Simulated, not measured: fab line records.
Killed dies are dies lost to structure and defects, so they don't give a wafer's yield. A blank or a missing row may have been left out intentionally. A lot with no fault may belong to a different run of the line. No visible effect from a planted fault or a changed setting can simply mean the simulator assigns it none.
Comparing a struck lot with a sound one + flow nand harc + 18 out of 1302 route steps
Sound: wafers L104.1, L104.5, L104.6. Struck: wafers L105.3, L105.4, L105.5. The cause is named last.
At each step with rows: each side's tool, then ch and its chambers, then its first start. Under that, the readings that differ: sound wafers + struck wafers + difference of the means + sigmas: that difference in standard deviations of wafers without a fault.
alike: readings whose means differ by less than 2 such deviations, and words and numbers that are the same on both sides. not compared: withheld readings, readings that some wafer has no value for, bounds like >300 that may hide the same value, and numbers for which the record gives no deviation and whose values overlap.
A row with sigmas, a row that says differs or no value, or rows on one side alone: a step with any of these is where the two part. Numbers that don't overlap but have no deviation are shown without sigmas and don't part them. A reading missing from all wafers of one side parts the sides only when that side holds two or more wafers.

NHARC_P_M2_PRE_CLEAN_32: time 12 s.
  sound on pecvd-04 ch 0,2, day 8 17:17; struck on pecvd-04 ch 0,2, day 9 12:46
  alike: heater power w, rf fwd power W
NHARC_P_M2_DEP_33: deposits SiCN, target thk 30 nm.
  sound on pecvd-04 ch 0,2, day 8 17:26; struck on pecvd-04 ch 0,2, day 9 12:58
  alike: heater power w, rf fwd power W
NHARC_P_BONDPAD_DEP_00: deposits SiCN, target thk 250 nm.
  sound on pecvd-02 ch 0,1, day 8 17:48; struck on pecvd-04 ch 0,1, day 9 13:24
  alike: heater power w, rf fwd power W
NHARC_P_BONDPAD_CMP_32: polishes SiCN, target thk 200 nm.
  sound on cmp-03 ch 1,2,3, day 8 18:14; struck on cmp-01 ch 0,1,3, day 9 13:47
  alike: motor current A, slurry filter dp kPa
NHARC_P_BONDPAD_THK_MEAS_33: measures by ellipsometry.
  struck on film metro-02, day 9 14:01; sound on film metro-01, day 8 18:25
  alike: thk nm
then, 7 steps without rows for these wafers: NHARC_P_BONDPAD_SRD_34; NHARC_P_BONDPAD_DEHYDRATE_01 (time 120 s); NHARC_P_BONDPAD_HMDS_02 (time 30 s); NHARC_P_BONDPAD_COAT_36 (time 65 s); NHARC_P_BONDPAD_COAT_03 (resist thk 600 nm); NHARC_P_BONDPAD_SOFTBAKE_04 (time 70 s); NHARC_P_BONDPAD_EBR_05.
NHARC_P_BONDPAD_EXPOSE_06: exposes mask P BPAD.
  sound on krf scanner-02 ch 0, day 8 18:49; struck on krf scanner-02 ch 0, day 9 14:26
| reading              | sound             | struck            | difference | sigmas      |
|----------------------|-------------------|-------------------|------------|-------------|
| exposure dose mJ cm2 | 36.95 36.98 36.92 | 45.05 45.10 45.07 | +8.12      | +99 or more |
  alike: mask
then, 2 steps without rows for these wafers: NHARC_P_BONDPAD_PEB_07 (peb time 80 s); NHARC_P_BONDPAD_DEVELOP_08 (time 50 s).
NHARC_P_BONDPAD_CD_MEAS_09: target cd 500 nm.
  sound on cd sem-03 ch 0, day 8 18:59; struck on cd sem-03 ch 0, day 9 14:35
| reading    | sound             | struck            | difference | sigmas |
|------------|-------------------|-------------------|------------|--------|
| cd nm (nm) | 500.9 500.5 500.2 | 506.1 507.2 508.6 | +6.8       | +4     |
NHARC_P_BONDPAD_OVL_MEAS_38:
  struck on overlay-01, day 9 14:41; sound on overlay-02, day 8 19:04
  alike: overlay x nm, overlay y nm
-- break in the record here, with 22 days between the starts of the struck wafers on either side (left off in module P_BONDPAD, picked up again in module END, where the first step shown is number 1302 on the route) --
NHARC_END_SORT_01:
  sound on prober-02 ch 0, day 26 20:37; struck on prober-01 ch 0, day 32 00:38
  alike: defect limited yield, killed at array, killed at other, killed at periphery, killed dies, killed open, killed short, sort_bin_2_pct, sort_bin_3_pct, sort_bin_4_pct, sort n pass, sort rim yield pct, sort yield pct

WHERE THEY PART
First at NHARC_P_BONDPAD_EXPOSE_06; last, within this record, at NHARC_P_BONDPAD_CD_MEAS_09. Later steps at which nothing parts them and some readings are alike: NHARC_P_BONDPAD_OVL_MEAS_38, NHARC_END_SORT_01.

WHY: whatever the simulator had introduced
Process parameters drifting: krf scanner-02 at NHARC_P_BONDPAD_EXPOSE_06, beginning at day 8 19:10. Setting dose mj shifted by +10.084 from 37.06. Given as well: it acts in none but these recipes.
